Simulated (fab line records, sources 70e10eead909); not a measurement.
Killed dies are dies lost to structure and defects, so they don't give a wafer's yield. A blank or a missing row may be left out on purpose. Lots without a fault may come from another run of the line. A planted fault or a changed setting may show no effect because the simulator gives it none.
Chamber matching | flow nand_harc | NHARC_A_STAIRCASE_CMP_450 on cmp-01: 4 sister chambers
The step polishes SiO2, target thk 200 nm. 8 wafers are shown with their chamber, then 11 later ones without.

WAFERS WITH THEIR CHAMBER
wafer  | chamber | motor_current_A (A)
L089.3 | 0       | 11.3
L093.2 | 3       | 13.1
L093.4 | 2       | 13.3
L093.6 | 2       | 13.0
L092.2 | 3       | 13.3
L092.4 | 1       | 12.5
L092.5 | 0       | 11.3
L095.3 | 1       | 13.1

WAFERS WITHOUT THEIR CHAMBER
wafer  | motor_current_A (A)
L095.4 | 13.5
L095.6 | 12.5
L095.1 | 11.6
L095.2 | 12.7
L095.5 | 12.3
L096.1 | 11.7
L096.3 | 14.2
L096.5 | 12.7
L097.2 | 12.7
L097.3 | 13.5
L097.6 | 12.2

WHICH CHAMBER EACH WENT THROUGH
wafer  | from the rows above               | in truth
L095.4 | can't be placed: 3 or 2 or 1      | 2
L095.6 | can't be placed: 1 or 2 or 3      | 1
L095.1 | 0                                 | 0
L095.2 | can't be placed: 1 or 2 or 3      | 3
L095.5 | can't be placed: 1 or 2 or 3      | 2
L096.1 | 0                                 | 0
L096.3 | can't be placed: 3 or 2 or 1      | 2
L096.5 | can't be placed: 1 or 2 or 3      | 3
L097.2 | can't be placed: 1 or 2 or 3      | 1
L097.3 | can't be placed: 3 or 2 or 1      | 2
L097.6 | can't be placed: 1 or 0 or 2 or 3 | 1
Placed correctly: 2 of 11. Can't be placed from these rows: 9 (the true chamber is among the candidates in 9). Placed wrongly: 0.
How it was worked out, from the rows above alone: a wafer's distance from a chamber is the root of the sum, over the readings, of the square of ((its reading less the chamber's mean) divided by the reading's scatter). The wafer belongs to the nearest chamber; if the next one is less than 2 further off, it can't be placed. A chamber's mean is the mean of its shown wafers. The scatter: the root of (the sum of the squares of (reading less its chamber's mean) over the shown wafers, divided by (wafers less chambers)).
